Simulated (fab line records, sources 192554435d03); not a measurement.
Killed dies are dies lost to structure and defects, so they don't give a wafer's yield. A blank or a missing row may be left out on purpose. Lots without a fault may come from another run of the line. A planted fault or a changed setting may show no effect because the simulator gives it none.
fab line records | flow n5_finfet
record lots=8 wafers=24 last_day=16
route steps=1938 shown BEOL_M2@857 BEOL_M4@1111 PASSIVATION@1936
lots that met no fault: from a run of the same line without faults
start_h: hours from the record's first day to the start of the lot's first wafer shown | wait_h: hours since the lot's step before | " the same as in the row above | L1.1+2: a row that stands for several wafers | - no value, or no start given | * or withheld: withheld | < > ~ a bound
route shown NAME@n: a module of which the file shows steps, and the number in the route of the first | usual: mean/standard deviation of fault-free wafers | same: alike in all rows | chamber/n: place in a boat | sites: the reading at each site | _std_site: their standard deviation | _edge_site: outer sites' mean less inner sites' | radius_mm: how far each site lies from the wafer's centre | mask NAME#n: copy n | behind: the tool/chamber that last shaped the wafer | hold: why the lot was held/for how many hours/how that ended | device: the transistor (n, p or np) that didn't switch | end of line: the same wafers' tests at the end of the route | a step without rows: its recipe alone | killed: dies lost to structure and defects at the first sort, not the wafer's yield | map: a wafer's dies, x killed, . not, _ none there
set.NAME: the setting as run; set.NAME@STEP: as run at that earlier step | model.NAME: the simulator's own value behind a step, which no gauge read
steps of the route over a sample of lots; a table a step, a row a wafer
services: from which hour (start_h, from the record's first day; less than 0 if before it) a tool's chamber was out of use, for how many hours, and why
## steps
# step N5_BEOL_M2_DESCUM_16
# recipe chemistry=O2 time_s=7 source_power_w=50 bias_power_w=20 pressure_mtorr=20 rf_frequency_hz=2.712e+07 temp_c=40 resist=CAR-EUV o2_flow_sccm=225
# usual drypump_motor_current_A=5.8/0.44 oes_product_au=0.82/0.087 rf_fwd_power_W=49.34/0.23 rf_vpp_V=243.4/1.4 showerhead_plenum_p_Torr=2.10/0.072 throttle_valve_pct=20.31/0.17
# columns lot.wafer tool chamber start_h wait_h drypump_motor_current_A oes_product_au rf_fwd_power_W rf_hours_counter_h rf_vpp_V showerhead_plenum_p_Torr throttle_valve_pct
L143.1 rie_diel-03 2 137.84 0.0 4.8 0.69 49.66 258 244.2 2.05 20.63
L143.2 " 0 " " 5.7 0.66 49.37 265 241.9 2.04 20.52
L143.3 " 3 " " 6.1 0.88 49.18 44 244.3 2.12 20.28
L147.2 rie_diel-03 3 165.70 0.0 6.1 0.87 49.49 56 244.6 2.11 20.31
L147.3 " 2 " " 4.8 0.68 49.63 270 241.4 2.05 20.65
L147.4 " 1 " " 6.3 0.91 49.21 - 245.3 2.16 20.45
L148.1 rie_diel-03 1 167.23 0.0 6.2 0.90 49.38 12 245.2 2.15 20.46
L148.3 " 2 " " 4.8 0.68 49.49 271 242.7 2.05 20.66
L148.4 " 2 " " 4.8 0.67 49.55 - 243.1 2.05 20.64
L151.1 rie_diel-03 0 183.72 0.0 5.8 0.95 49.47 7 242.0 2.04 20.12
L151.4 " 1 " " 6.3 0.88 49.52 - 245.0 2.15 20.47
L151.5 " 0 " " 5.7 0.96 49.42 - 241.3 2.04 20.13
L152.1 rie_diel-04 3 195.07 0.0 5.5 0.81 49.36 65 242.8 2.02 20.12
L152.4 " 1 " " 5.7 0.75 49.23 182 244.6 2.18 20.38
L152.6 " 1 " " 5.7 0.74 49.06 - 244.0 2.18 20.37
L157.1 rie_diel-04 0 230.76 0.2 5.5 0.87 49.50 45 245.6 2.22 20.15
L157.2 " 1 " " 5.7 0.75 49.13 190 244.2 2.18 20.38
L157.4 " 0 " " 5.6 0.87 49.52 - 244.8 2.22 20.13
L158.1 rie_diel-02 0 235.23 1.4 5.9 0.87 48.96 74 242.4 2.11 20.28
L158.2 " 3 " " 6.2 0.70 49.33 221 245.4 2.15 20.12
L158.4 " 0 " " 5.9 0.87 49.06 - 242.9 2.11 20.27
L161.2 rie_diel-04 0 241.87 0.7 5.5 0.86 49.22 52 244.8 2.22 20.16
L161.3 " 2 " " 6.3 1.03 49.03 1 243.5 2.07 20.26
L161.4 " 0 " " 5.5 0.86 49.32 - 244.8 2.22 20.15
# step N5_BEOL_M2_EXPOSE_25
# recipe mask_id=V1 na=0.33 source_shape=quasar sigma_inner=0.2 sigma_outer=0.8 polarization=unpolarized defocus_nm=5 dose_mj=63
# usual exposure_dose_mJ_cm2=62.90/0.073 reticle_temp_C=23.02/0.1
# columns lot.wafer tool chamber start_h wait_h mask exposure_dose_mJ_cm2 reticle_temp_C
L143.1 euv_scanner-02 0 138.45 - V1#0 62.86 22.96
L143.2 " 0 " " V1#0 62.96 22.91
L143.3 " 0 " " V1#0 62.94 22.84
L147.2 euv_scanner-02 0 166.53 - V1#0 62.99 22.95
L147.3 " 0 " " V1#0 62.92 23.05
L147.4 " 0 " " V1#0 63.01 22.95
L148.1 euv_scanner-02 0 167.90 - V1#0 63.01 23.01
L148.3 " 0 " " V1#0 63.06 22.89
L148.4 " 0 " " V1#0 62.89 22.98
L151.1 euv_scanner-02 0 184.47 - V1#0 78.04 22.94
L151.4 " 0 " " V1#0 78.06 23.09
L151.5 " 0 " " V1#0 77.96 23.00
L152.1 euv_scanner-02 0 195.68 - V1#0 74.93 22.97
L152.4 " 0 " " V1#0 74.99 23.08
L152.6 " 0 " " V1#0 74.98 23.01
L157.1 euv_scanner-01 0 231.43 - V1#0 62.89 22.87
L157.2 " 0 " " V1#0 62.78 23.04
L157.4 " 0 " " V1#0 62.89 23.04
L158.1 euv_scanner-01 0 236.17 - V1#0 62.89 23.11
L158.2 " 0 " " V1#0 62.91 23.04
L158.4 " 0 " " V1#0 62.77 23.10
L161.2 euv_scanner-01 0 242.64 - V1#0 62.87 23.11
L161.3 " 0 " " V1#0 62.74 22.95
L161.4 " 0 " " V1#0 62.81 23.03
# step N5_BEOL_M2_CD_MEAS_28
# recipe target_cd_nm=26.2 landing_energy_ev=500 detector=se_inlens target_cd_y_nm=24.1 polarity=opening
# usual cd_nm=26.28/0.25
# columns lot.wafer tool chamber start_h wait_h cd_nm
L143.1 cd_sem-01 0 138.59 - 26.23
L143.2 " 0 " " 26.01
L143.3 " 0 " " 26.53
L147.2 cd_sem-01 0 166.67 - 26.45
L147.3 " 0 " " 26.25
L147.4 " 0 " " 26.15
L148.1 cd_sem-03 0 168.05 - 26.21
L148.3 " 0 " " 25.97
L148.4 " 0 " " 26.40
L151.1 cd_sem-02 0 184.62 - 30.01
L151.4 " 0 " " 29.87
L151.5 " 0 " " 30.07
L152.1 cd_sem-03 0 195.82 - 29.26
L152.4 " 0 " " 29.70
L152.6 " 0 " " 29.12
L157.1 cd_sem-02 0 231.57 - 26.15
L157.2 " 0 " " 26.05
L157.4 " 0 " " 26.14
L158.1 cd_sem-01 0 236.32 - 26.49
L158.2 " 0 " " 26.05
L158.4 " 0 " " 26.31
L161.2 cd_sem-03 0 242.78 - 26.06
L161.3 " 0 " " 26.56
L161.4 " 0 " " 26.13
# step N5_BEOL_M2_OVL_MEAS_29
# recipe points_per_wafer=522
# usual V1_OVL=0.2/0.75
# columns lot.wafer tool chamber start_h wait_h V1_OVL[nm]
L143.1 overlay-02 0 138.62 0.0 1.5
L143.2 " 0 " " 1.4
L143.3 " 0 " " 2.1
L147.2 overlay-01 0 166.71 0.0 -0.1
L147.3 " 0 " " 0.1
L147.4 " 0 " " 0.7
L148.1 overlay-01 0 168.08 0.0 -0.4
L148.3 " 0 " " 0.3
L148.4 " 0 " " -0.1
L151.1 overlay-02 0 184.65 0.0 -0.5
L151.4 " 0 " " -0.8
L151.5 " 0 " " -0.3
L152.1 overlay-02 0 195.85 0.0 0.7
L152.4 " 0 " " 0.6
L152.6 " 0 " " 0.4
L157.1 overlay-01 0 231.61 0.0 -0.6
L157.2 " 0 " " -1.2
L157.4 " 0 " " -0.1
L158.1 overlay-01 0 236.35 0.0 -0.3
L158.2 " 0 " " -0.6
L158.4 " 0 " " 0.4
L161.2 overlay-01 0 242.82 0.0 1.2
L161.3 " 0 " " 0.7
L161.4 " 0 " " 1.2
# step N5_BEOL_M2_ETCHBACK_99
# recipe chemistry=CHF3 target=SiO2 target_depth_a=50 time_s=10.4 source_w=215 bias_w=47 Ar_flow_sccm=200 CHF3_flow_sccm=12 ion_energy_ev=100 pressure_mtorr=30
# usual drypump_motor_current_A=5.8/0.38 oes_product_au=0.81/0.092 rf_fwd_power_W=212.3/0.99 rf_vpp_V=242/6.4 showerhead_plenum_p_Torr=2.18/0.08 throttle_valve_pct=16.99/0.17
# columns lot.wafer tool chamber start_h wait_h drypump_motor_current_A oes_product_au rf_fwd_power_W rf_hours_counter_h rf_vpp_V showerhead_plenum_p_Torr throttle_valve_pct
L143.1 rie_diel-04 3 140.17 0.8 5.6 0.85 213.5 47 231 2.09 16.80
L143.2 " 2 " " 6.3 0.71 211.0 225 240 2.14 17.32
L143.3 " 0 " " 5.5 0.96 211.5 12 247 2.31 16.79
L147.2 rie_diel-03 1 168.85 1.9 6.2 0.92 212.4 13 245 2.22 17.06
L147.3 " 0 " " 5.8 0.99 212.6 0 245 2.13 16.88
L147.4 " 0 " " 5.8 0.98 212.0 - 244 2.13 16.86
L148.1 rie_diel-04 3 169.79 1.4 5.5 0.83 214.7 56 230 2.09 16.81
L148.3 " 1 " " 5.7 0.75 209.9 173 244 2.25 17.02
L148.4 " 2 " " 6.3 0.70 211.1 235 240 2.14 17.32
L151.1 rie_diel-02 1 188.65 3.6 5.6 0.67 212.3 240 234 2.03 17.16
L151.4 " 0 " " 5.9 0.89 211.9 55 249 2.18 16.90
L151.5 " 3 " " 6.3 0.70 212.5 - 249 2.23 16.90
L152.1 rie_diel-04 1 196.54 0.1 5.7 0.75 210.3 182 245 2.24 17.05
L152.4 " 2 " " 6.3 0.71 211.2 246 240 2.14 17.35
L152.6 " 2 " " 6.3 0.71 210.9 - 241 2.14 17.34
L157.1 rie_diel-04 3 236.18 2.4 5.5 0.80 212.9 84 231 2.08 16.87
L157.2 " 1 " " 5.7 0.73 210.4 194 244 2.24 17.04
L157.4 " 0 " " 5.5 0.87 213.2 - 245 2.30 16.87
L161.2 rie_diel-02 0 247.37 4.3 5.9 0.85 212.6 80 248 2.17 16.94
L161.3 " 2 " " 5.9 0.72 212.7 193 232 2.06 17.18
L161.4 " 1 " " 5.6 0.97 213.2 2 239 2.29 16.73
L158.1 rie_diel-02 2 247.73 8.8 5.9 0.73 213.5 194 233 2.06 17.19
L158.2 " 0 " " 5.9 0.85 211.7 80 247 2.17 16.94
L158.4 " 1 " " 5.6 0.97 212.3 2 239 2.29 16.72
# step N5_BEOL_M4_RC_MEAS_101
# usual CHAIN_V1=228/8.4 CHAIN_V1_max_site=237/9.1 DIBL_N=36.0/1.7 DIBL_P=35.8/2 IOFF_N=0.15/0.03 IOFF_P=0.20/0.037 ION_N=670/12 ION_P=460/7.2 SS_N=71.5/0.68 SS_P=73.2/0.65 VT_N=250/3.1 VT_P=-251/3.4
# columns lot.wafer tool chamber start_h wait_h CHAIN_V1[ohm/link] CHAIN_V1_max_site[ohm/link] DIBL_N[mV/V] DIBL_P[mV/V] IOFF_N[nA/um] IOFF_P[nA/um] ION_N[uA/um] ION_P[uA/um] SS_N[mV/dec] SS_P[mV/dec] VT_N[mV] VT_P[mV]
L143.1 prober-01 0 178.10 0.0 229 231 36.0 37.1 0.17 0.24 684 471 71.4 73.4 249 -247
L143.2 " 0 " " 228 236 37.1 37.0 0.18 0.23 682 464 71.3 73.3 248 -248
L143.3 " 0 " " 217 219 36.7 36.6 0.18 0.23 669 467 71.6 73.3 249 -247
L147.2 prober-01 0 195.43 0.2 218 223 39.0 38.2 0.22 0.31 669 465 72.4 75.0 244 -240
L147.3 " 0 " " 235 245 39.3 38.9 0.23 0.33 663 463 72.1 74.9 244 -241
L147.4 " 0 " " 224 232 34.0 32.5 0.12 0.20 657 464 70.2 72.8 250 -246
L148.1 prober-02 0 200.82 0.0 215 223 33.1 33.7 0.12 0.15 662 454 71.1 73.2 252 -255
L148.3 " 0 " " 219 224 35.5 36.5 0.16 0.18 666 449 71.8 73.2 248 -254
L148.4 " 0 " " 221 231 34.2 35.5 0.14 0.18 682 469 71.3 72.5 251 -255
L151.1 prober-01 0 219.75 0.0 179 188 37.8 37.9 0.17 0.24 666 464 72.3 73.3 249 -248
L151.4 " 0 " " 171 177 40.1 41.5 0.24 0.30 692 474 72.6 74.2 244 -246
L151.5 " 0 " " 183 189 37.4 36.9 0.17 0.21 683 464 72.0 73.6 252 -249
L152.1 prober-02 0 231.14 0.0 178 194 36.1 34.8 0.18 0.23 668 458 71.5 73.4 247 -249
L152.4 " 0 " " 183 195 35.6 35.0 0.16 0.23 691 471 71.1 73.6 248 -247
L152.6 " 0 " " 186 196 36.9 34.9 0.18 0.23 671 458 72.4 73.5 250 -247
L157.1 prober-02 0 261.88 0.0 227 231 34.5 34.6 0.12 0.16 667 455 71.1 72.6 252 -255
L157.2 " 0 " " 232 241 37.2 37.2 0.16 0.19 676 457 71.5 72.8 250 -254
L157.4 " 0 " " 223 231 37.5 38.0 0.16 0.20 672 460 72.1 73.8 252 -253
L161.2 prober-01 0 274.55 0.2 234 244 37.5 38.7 0.19 0.21 678 456 72.3 73.8 251 -252
L161.3 " 0 " " 249 261 34.2 34.3 0.12 0.15 670 455 71.8 73.0 255 -259
L161.4 " 0 " " 222 228 33.3 33.9 0.11 0.14 655 443 71.4 72.8 255 -259
L158.1 prober-01 0 281.65 0.0 216 222 35.4 35.2 0.14 0.20 676 469 71.5 73.1 252 -249
L158.2 " 0 " " 232 242 35.4 36.6 0.16 0.23 674 466 71.5 73.0 249 -247
L158.4 " 0 " " 210 223 34.2 32.8 0.12 0.17 670 457 71.4 72.7 251 -252
# sites CHAIN_V1 radius_mm=0,75,75,75,75,140,140,140,140
L143.1 231 230 230 229 231 214 208 216 206
L147.2 212 218 210 210 218 218 218 223 220
L148.1 215 217 212 212 220 215 217 209 223
L151.1 179 181 182 188 181 174 166 176 165
L152.1 178 182 194 188 184 178 175 177 171
L157.1 229 226 231 229 227 220 227 217 218
L161.2 234 239 237 241 244 217 223 220 223
L158.1 213 218 216 210 221 220 213 222 214
# step N5_PASSIVATION_PROBE_49
# usual defect_limited_yield=91.4/1.5 killed_at_M0_to_M3=32/9.8 killed_at_M4_up=15/5.6 killed_at_contacts=12/5.4 killed_at_front_end=40/13 killed_at_other=3.0/2.1 killed_dies=102/17 killed_on_rim=14/4.4 killed_open=67/13 killed_short=32/7.1 sort_bin_5_function=5.1/0.96 sort_bin_6_memory=3.2/0.7 sort_n_pass=1078/18 sort_yield_pct=91.3/1.5
# same gross_dies=1180 killed_at_back_side=0 sort_bin_4_leakage[%]=0 sort_bin_8_speed[%]=0
# columns lot.wafer tool chamber start_h wait_h defect_limited_yield[%] killed_at_M0_to_M3 killed_at_M4_up killed_at_contacts killed_at_front_end killed_at_other killed_dies killed_on_rim killed_open killed_short sort_bin_5_function[%] sort_bin_6_memory[%] sort_n_pass sort_yield_pct[%]
L143.1 prober-01 - 287.99 0.0 90.8 36 11 15 44 3 109 18 78 27 6.1 3.1 1071 90.8
L143.2 prober-01 - 288.04 0.1 92.1 17 28 15 32 1 93 16 66 26 5.0 2.5 1087 92.1
L143.3 prober-01 - 288.09 0.1 92.0 32 9 20 31 2 94 19 59 34 5.5 2.0 1086 92.0
L147.2 prober-01 - 312.35 0.1 92.5 30 23 6 29 1 89 9 58 30 5.0 2.4 1091 92.5
L147.3 prober-01 - 312.40 0.1 92.9 21 25 8 28 2 84 13 53 25 4.8 2.3 1096 92.9
L147.4 prober-01 - 312.45 0.2 93.2 23 17 3 37 0 80 12 55 18 3.4 3.0 1100 93.2
L151.1 prober-02 - 322.25 0.0 83.3 140 8 7 38 4 197 52 56 23 4.2 2.4 983 83.3
L151.4 prober-02 - 322.40 0.2 82.5 148 15 6 36 1 206 53 52 33 4.2 3.0 974 82.5
L151.5 prober-02 - 322.45 0.2 82.0 162 10 9 25 6 212 54 42 32 4.7 1.4 968 82.0
L152.1 prober-01 - 331.80 0.0 84.1 109 25 10 42 2 188 43 74 31 4.2 4.3 992 84.1
L152.4 prober-01 - 331.95 0.2 82.1 112 16 15 62 6 211 50 79 36 5.4 4.0 969 82.1
L152.6 prober-01 - 332.05 0.3 88.1 58 23 5 46 8 140 37 75 30 5.3 3.5 1040 88.1
# killed by level:class
L143.1 STI_FIN_REVEAL:geometric_particle:open=14 MOL_CONTACT_COAG:geometric_particle:open=13 BEOL_M0_SAQP:geometric_particle:open=12 FIN_SAQP:geometric_particle:open=9 BEOL_M0_SAQP:geometric_particle:short=7 BEOL_M2:geometric_particle:open=5 BEOL_M3:geometric_particle:open=5 ILD0:geometric_particle:open=4
L143.2 BEOL_M4:geometric_particle:open=20 MOL_CONTACT_COAG:geometric_particle:open=12 STI_FIN_REVEAL:geometric_particle:open=10 BEOL_M0_SAQP:geometric_particle:short=5 STARTING-WAFER:geometric_particle:open=5 GATE_CUT:geometric_particle:open=3 MOL_CONTACT_COAG:geometric_particle:short=3 BEOL_M1:geometric_particle:open=3
L143.3 MOL_CONTACT_COAG:geometric_particle:open=11 BEOL_M0_SAQP:geometric_particle:open=11 STI_FIN_REVEAL:geometric_particle:open=8 BEOL_M0_SAQP:geometric_particle:short=8 MOL_CONTACT_COAG:geometric_particle:short=8 GATE_CUT:geometric_particle:short=7 BEOL_M3:geometric_particle:open=6 FIN_SAQP:geometric_particle:open=3
L147.2 BEOL_M4:geometric_particle:open=16 BEOL_M3:geometric_particle:open=9 BEOL_M1:geometric_particle:open=7 STARTING-WAFER:geometric_particle:short=6 STI_FIN_REVEAL:geometric_particle:open=5 MOL_CONTACT_COAG:geometric_particle:open=5 BEOL_M0_SAQP:geometric_particle:short=5 BEOL_M4:geometric_particle:short=5
L147.3 BEOL_M4:geometric_particle:open=13 MOL_CONTACT_COAG:geometric_particle:open=8 GATE_CUT:geometric_particle:short=6 BEOL_M0_SAQP:geometric_particle:open=6 FIN_CUT:geometric_particle:short=4 GATE_CUT:geometric_particle:open=4 BEOL_M0_SAQP:geometric_particle:short=4 BEOL_M1:geometric_particle:open=3
L147.4 BEOL_M4:geometric_particle:open=9 BEOL_M3:geometric_particle:open=6 BEOL_M2:geometric_particle:open=5 FIN_SAQP:geometric_particle:open=4 FIN_CUT:geometric_particle:open=4 STI_FIN_REVEAL:geometric_particle:open=4 HKMG_FIN:area_etch=4 FIN_SAQP:geometric_particle:short=3
L151.1 BEOL_M2:area_expose=117 STI_FIN_REVEAL:geometric_particle:open=13 BEOL_M0_SAQP:geometric_particle:short=6 BEOL_M1:geometric_particle:open=6 MOL_CONTACT_COAG:geometric_particle:open=5 BEOL_M0_SAQP:geometric_particle:open=5 GATE_CUT:geometric_particle:short=4 FIN_SAQP:geometric_particle:open=3
L151.4 BEOL_M2:area_expose=120 GATE_CUT:geometric_particle:short=9 GATE_CUT:geometric_particle:open=7 BEOL_M2:geometric_particle:open=7 BEOL_M0_SAQP:geometric_particle:open=6 BEOL_M0_SAQP:geometric_particle:short=5 BEOL_M4:geometric_particle:open=5 FIN_SAQP:geometric_particle:short=4
L151.5 BEOL_M2:area_expose=136 MOL_CONTACT_COAG:geometric_particle:open=6 BEOL_M0_SAQP:geometric_particle:open=5 STARTING-WAFER:geometric_particle:short=5 FIN_SAQP:geometric_particle:short=4 BEOL_M0_SAQP:geometric_particle:short=4 BEOL_M1:geometric_particle:open=4 BEOL_M1:geometric_particle:short=4
L152.1 BEOL_M2:area_expose=83 BEOL_M4:geometric_particle:open=12 FIN_SAQP:geometric_particle:open=9 STI_FIN_REVEAL:geometric_particle:open=9 FIN_SAQP:geometric_particle:short=6 MOL_CONTACT_COAG:geometric_particle:open=6 BEOL_M2:geometric_particle:open=5 MOL_CONTACT_COAG:geometric_particle:short=4
L152.4 BEOL_M2:area_expose=91 STI_FIN_REVEAL:geometric_particle:open=20 MOL_CONTACT_COAG:geometric_particle:open=13 BEOL_M0_SAQP:geometric_particle:open=8 FIN_SAQP:geometric_particle:open=7 FIN_SAQP:geometric_particle:short=6 GATE_CUT:geometric_particle:short=6 GATE_CUT:geometric_particle:open=5
L152.6 BEOL_M2:area_expose=35 STI_FIN_REVEAL:geometric_particle:open=10 BEOL_M4:geometric_particle:open=9 FIN_SAQP:geometric_particle:open=8 FIN_SAQP:geometric_particle:short=7 BEOL_M0_SAQP:geometric_particle:open=7 GATE_CUT:geometric_particle:open=6 MOL_CONTACT_COAG:geometric_particle:open=5
## services
# columns tool chamber start_h hours kind
rie_diel-02 3 117.67 8.6 repair
rie_diel-04 - 122.84 15.6 pm
euv_scanner-02 - 126.75 7.5 repair
euv_scanner-01 - 134.29 1.0 pm
euv_scanner-02 - 135.30 1.0 pm
rie_diel-03 0 138.96 - clean
rie_diel-03 0 138.96 - consumable_replace:focus_ring
euv_scanner-02 - 139.22 3.2 repair
rie_diel-03 2 168.82 - clean
rie_diel-03 2 168.82 - consumable_replace:focus_ring
rie_diel-03 2 168.82 20.2 scheduled_down
euv_scanner-01 - 183.58 1.0 pm
euv_scanner-02 - 189.60 1.0 pm
euv_scanner-02 - 197.56 5.8 pm
rie_diel-03 - 212.07 0.1 repair
euv_scanner-01 - 216.20 8.0 pm
rie_diel-04 2 216.41 - clean
rie_diel-04 2 216.41 - consumable_replace:focus_ring
rie_diel-04 2 216.41 23.9 scheduled_down
rie_diel-04 2 216.41 23.9 vent_cycle
rie_diel-03 - 223.88 15.6 pm
rie_diel-04 3 238.86 7.2 repair
euv_scanner-01 - 239.76 1.0 pm
euv_scanner-02 - 245.75 1.0 pm
## key
first_sign step=N5_BEOL_M2_EXPOSE_25 reading=exposure_dose_mJ_cm2 direction=up sigmas=99+ usual=62.90 struck=76.49
effect step=N5_BEOL_M2_CD_MEAS_28 reading=cd_nm direction=up sigmas=14 usual=26.28 struck=29.67 through=control_loop
effect step=N5_BEOL_M4_RC_MEAS_101 reading=CHAIN_V1 direction=down sigmas=5.6 usual=228 struck=180
effect step=N5_BEOL_M4_RC_MEAS_101 reading=CHAIN_V1_max_site direction=down sigmas=5.1 usual=237 struck=190
effect step=N5_PASSIVATION_PROBE_49 reading=killed_at_M0_to_M3 direction=up sigmas=9.1 usual=32 struck=122
more_kills_born_at N5_BEOL_M2_EXPOSE_25@euv_scanner-02=582
met_at N5_BEOL_M2_EXPOSE_25
struck_lots L151,L152
loop_trim step=N5_BEOL_M2_EXPOSE_25 setting=dose lots=L152
not_acting_at N5_BEOL_M2_DESCUM_16,N5_BEOL_M2_OVL_MEAS_29,N5_BEOL_M2_ETCHBACK_99
onset_between 167.90 184.47
fault kind=process_parameter_drift tool=euv_scanner-02 chamber=- onset_h=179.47 steps=N5_BEOL_M2_EXPOSE_25 channel=dose_mj offset=15.083 shape=step acts_in=these_recipes_only stated=63
# loop_trim: a control loop set the setting to another value than it would have without faults
